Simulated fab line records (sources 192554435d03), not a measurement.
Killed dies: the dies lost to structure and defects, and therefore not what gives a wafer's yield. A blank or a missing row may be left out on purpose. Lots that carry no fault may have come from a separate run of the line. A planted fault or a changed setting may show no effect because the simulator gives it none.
Chamber matching    flow n5 finfet    4 sister chambers for N5_BEOL_M8_ALD_77 on ald metal-04
The step deposits TaN, target thk 2 nm, pulse time 2 s, purge time 3 s. 4 wafers are shown with their chamber, then 7 later ones without.

== WAFERS, EACH WITH ITS CHAMBER ==
wafer   chamber  heater power w (W)
L084.3  3        344
L085.6  1        464
L091.2  0        435
L091.3  2        351

== WAFERS WHOSE CHAMBER IS MISSING ==
wafer   heater power w (W)
L091.6  455
L094.2  346
L094.3  443
L094.5  438
L095.1  356
L095.3  342
L095.4  436

== EACH ONE'S CHAMBER ==
wafer    from the rows above       in truth
L091.6   1                         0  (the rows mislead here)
L094.2   can't be placed: 3 or 2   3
L094.3   0                         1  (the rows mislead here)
L094.5   0                         0
L095.1   can't be placed: 2 or 3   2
L095.3   can't be placed: 3 or 2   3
L095.4   0                         0
Correctly placed: 2 of 7. These rows do not allow placing 3 (true chamber among the candidates in 3). Number placed wrongly: 2.
How it was worked out, from the rows above alone: a wafer's distance from a chamber is the root of the sum, over the readings, of the square of ((its reading less the chamber's mean) divided by the reading's scatter). The wafer belongs to the nearest chamber; if the next one is less than 2 further off, it can't be placed. A chamber's mean is the mean of its shown wafers. The scatter: with one shown wafer a chamber, the root of the mean of the squares of how far each hidden wafer lies from its nearest shown one.
